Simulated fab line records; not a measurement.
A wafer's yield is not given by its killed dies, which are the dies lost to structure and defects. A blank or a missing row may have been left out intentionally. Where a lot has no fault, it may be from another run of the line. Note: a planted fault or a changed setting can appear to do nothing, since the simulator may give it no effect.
Which tool is to blame? :: flow n5_finfet :: Sampling: 10 lots, 30 wafers, 2 of 1938 route steps

WHAT EACH GAUGE READ, for each wafer
N5_BEOL_M12_RS_MEAS_54: measures by four-point-probe.
lot: L578
measured: day 10 15:47
on: film_metro-01
M12_RS (ohm/sq): 0.0580 0.0609 0.0609

lot: L577
measured: day 10 21:04
on: film_metro-02
M12_RS (ohm/sq): 0.0573 0.0603 0.0604

lot: L579
measured: day 11 16:08
on: film_metro-01
M12_RS (ohm/sq): 0.0596 0.0583 0.0602

lot: L582
measured: day 12 01:22
on: film_metro-02
M12_RS (ohm/sq): 0.0611 0.0601 0.0590

lot: L588
measured: day 13 20:47
on: film_metro-01
M12_RS (ohm/sq): 0.0600 0.0591 0.0611

lot: L591
measured: day 14 16:09
on: film_metro-01
M12_RS (ohm/sq): 0.0597 0.0606 0.0617

lot: L595
measured: day 15 06:59
on: film_metro-02
M12_RS (ohm/sq): 0.0583 0.0587 0.0609

lot: L597
measured: day 15 15:04
on: film_metro-01
M12_RS (ohm/sq): 0.0606 0.0599 0.0605

lot: L598
measured: day 16 12:41
on: film_metro-01
M12_RS (ohm/sq): 0.0613 0.0590 0.0601

lot: L599
measured: day 16 13:09
on: film_metro-01
M12_RS (ohm/sq): 0.0585 0.0604 0.0582

WHICH TOOL RAN EACH LOT (tool, then ch and the chambers of the sampled wafers, then the start)
lot: L578
N5_BEOL_M12_SPUTTER_43: pvd_sputter-02, day 10 14:39

lot: L577
N5_BEOL_M12_SPUTTER_43: pvd_sputter-02, day 10 19:55

lot: L579
N5_BEOL_M12_SPUTTER_43: pvd_sputter-02, day 11 15:00

lot: L582
N5_BEOL_M12_SPUTTER_43: pvd_sputter-02, day 12 00:11

lot: L588
N5_BEOL_M12_SPUTTER_43: pvd_sputter-02, day 13 19:31

lot: L591
N5_BEOL_M12_SPUTTER_43: pvd_sputter-01, day 14 14:38

lot: L595
N5_BEOL_M12_SPUTTER_43: pvd_sputter-02, day 15 05:50

lot: L597
N5_BEOL_M12_SPUTTER_43: pvd_sputter-02, day 15 13:56

lot: L598
N5_BEOL_M12_SPUTTER_43: pvd_sputter-03, day 16 11:33

lot: L599
N5_BEOL_M12_SPUTTER_43: pvd_sputter-03, day 16 12:01
- N5_BEOL_M12_SPUTTER_43: material TaN, target thk 15 nm, time 24.19 s.

THE ANSWER, worked out from the rows above alone
Rule: usual is defined by the lots themselves. Put in order of their means at a reading, lots are off if they are a third of the lots or fewer, leave a main group of 4 or more, and stand apart from it by a gap of 3 or more times the standard deviation of the main group's means; of several such gaps the widest counts. If all means in a main group match to the digits the tables above print for the reading, that group is not used. Also off: a lot with no number at a reading for which 4 or more lots have one. All remaining lots with rows at the step are treated as sound.
Across all readings shown, no lot is off: no conclusion can be drawn from this.

WHAT THE SIMULATOR HAD PUT IN
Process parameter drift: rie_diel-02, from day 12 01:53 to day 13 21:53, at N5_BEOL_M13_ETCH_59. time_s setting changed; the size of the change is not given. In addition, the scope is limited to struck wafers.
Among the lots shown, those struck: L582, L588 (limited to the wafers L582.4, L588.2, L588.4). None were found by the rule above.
